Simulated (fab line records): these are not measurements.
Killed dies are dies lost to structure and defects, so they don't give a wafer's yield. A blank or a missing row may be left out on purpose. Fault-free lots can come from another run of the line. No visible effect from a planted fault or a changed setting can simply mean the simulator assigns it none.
Matching of chambers / flow n5 finfet / pecvd-03 running N5_GATE_CUT_PECVD_57: 3 sister chambers
The step deposits SiNx from SiH4/NH3/N2, target thk 21 nm. 20 wafers are shown with their chamber, then 10 later ones without.

== WAFERS PAIRED WITH THEIR CHAMBERS ==
wafer=L074.1; chamber=0; showerhead plenum p Torr (Torr)=5.14; throttle valve pct (%)=40.7; heater power w (W)=993
wafer=L074.5; chamber=0; showerhead plenum p Torr (Torr)=5.14; throttle valve pct (%)=41.0; heater power w (W)=958
wafer=L074.6; chamber=2; showerhead plenum p Torr (Torr)=4.94; throttle valve pct (%)=38.8; heater power w (W)=815
wafer=L078.1; chamber=2; showerhead plenum p Torr (Torr)=4.95; throttle valve pct (%)=38.8; heater power w (W)=885
wafer=L078.2; chamber=1; showerhead plenum p Torr (Torr)=5.10; throttle valve pct (%)=39.6; heater power w (W)=902
wafer=L078.4; chamber=1; showerhead plenum p Torr (Torr)=5.09; throttle valve pct (%)=39.8; heater power w (W)=874
wafer=L079.4; chamber=1; showerhead plenum p Torr (Torr)=5.10; throttle valve pct (%)=39.6; heater power w (W)=800
wafer=L079.5; chamber=2; showerhead plenum p Torr (Torr)=4.95; throttle valve pct (%)=39.0; heater power w (W)=842
wafer=L079.6; chamber=1; showerhead plenum p Torr (Torr)=5.09; throttle valve pct (%)=39.5; heater power w (W)=815
wafer=L083.1; chamber=0; showerhead plenum p Torr (Torr)=5.16; throttle valve pct (%)=40.9; heater power w (W)=833
wafer=L083.4; chamber=0; showerhead plenum p Torr (Torr)=5.15; throttle valve pct (%)=40.7; heater power w (W)=865
wafer=L083.5; chamber=2; showerhead plenum p Torr (Torr)=4.95; throttle valve pct (%)=39.0; heater power w (W)=841
wafer=L084.2; chamber=0; showerhead plenum p Torr (Torr)=5.15; throttle valve pct (%)=40.9; heater power w (W)=962
wafer=L084.3; chamber=1; showerhead plenum p Torr (Torr)=5.11; throttle valve pct (%)=39.6; heater power w (W)=841
wafer=L084.6; chamber=1; showerhead plenum p Torr (Torr)=5.11; throttle valve pct (%)=39.5; heater power w (W)=847
wafer=L086.3; chamber=2; showerhead plenum p Torr (Torr)=4.94; throttle valve pct (%)=38.9; heater power w (W)=793
wafer=L086.4; chamber=0; showerhead plenum p Torr (Torr)=5.15; throttle valve pct (%)=40.9; heater power w (W)=1010
wafer=L086.5; chamber=1; showerhead plenum p Torr (Torr)=5.10; throttle valve pct (%)=39.6; heater power w (W)=819
wafer=L089.3; chamber=0; showerhead plenum p Torr (Torr)=5.15; throttle valve pct (%)=41.0; heater power w (W)=977
wafer=L089.5; chamber=2; showerhead plenum p Torr (Torr)=4.94; throttle valve pct (%)=38.9; heater power w (W)=799

SIGNATURES (means of the wafers above)
reading=showerhead plenum p Torr; chamber 0=5.1486; chamber 1=5.1000; chamber 2=4.9450; scatter within a chamber=0.00701
reading=throttle valve pct; chamber 0=40.871; chamber 1=39.600; chamber 2=38.900; scatter within a chamber=0.107
reading=heater power w; chamber 0=942.57; chamber 1=842.57; chamber 2=829.17; scatter within a chamber=48.8
Rule: for each reading, subtract the chamber's mean from the wafer's reading, divide by that reading's scatter and square the result; add these up over the readings and take the root, which gives the wafer's distance from the chamber. The wafer belongs to the nearest chamber; if the next one is less than 2 further off, it can't be placed. The scatter is the square root of a quotient: the sum, over the shown wafers, of each reading's squared deviation from its chamber's mean, divided by wafers minus chambers.

== WAFERS WITH NO CHAMBER GIVEN ==
wafer=L089.6; showerhead plenum p Torr (Torr)=5.11; throttle valve pct (%)=39.8; heater power w (W)=867
wafer=L091.2; showerhead plenum p Torr (Torr)=5.15; throttle valve pct (%)=40.6; heater power w (W)=836
wafer=L091.3; showerhead plenum p Torr (Torr)=5.10; throttle valve pct (%)=39.9; heater power w (W)=786
wafer=L091.4; showerhead plenum p Torr (Torr)=4.95; throttle valve pct (%)=39.2; heater power w (W)=710
wafer=L095.1; showerhead plenum p Torr (Torr)=4.94; throttle valve pct (%)=39.1; heater power w (W)=825
wafer=L095.4; showerhead plenum p Torr (Torr)=5.15; throttle valve pct (%)=40.9; heater power w (W)=960
wafer=L095.6; showerhead plenum p Torr (Torr)=5.09; throttle valve pct (%)=39.8; heater power w (W)=919
wafer=L096.3; showerhead plenum p Torr (Torr)=5.15; throttle valve pct (%)=40.8; heater power w (W)=927
wafer=L096.4; showerhead plenum p Torr (Torr)=5.15; throttle valve pct (%)=40.9; heater power w (W)=929
wafer=L096.5; showerhead plenum p Torr (Torr)=4.95; throttle valve pct (%)=39.3; heater power w (W)=840

== CHAMBER TAKEN BY EACH ==
wafer=L089.6; from the rows above=1; in truth=1
wafer=L091.2; from the rows above=0; in truth=0
wafer=L091.3; from the rows above=1; in truth=1
wafer=L091.4; from the rows above=2; in truth=2
wafer=L095.1; from the rows above=2; in truth=2
wafer=L095.4; from the rows above=0; in truth=0
wafer=L095.6; from the rows above=1; in truth=1
wafer=L096.3; from the rows above=0; in truth=0
wafer=L096.4; from the rows above=0; in truth=0
wafer=L096.5; from the rows above=2; in truth=2
10 of 10 placed correctly. Left unplaced by these rows: 0. Number placed wrongly: 0.
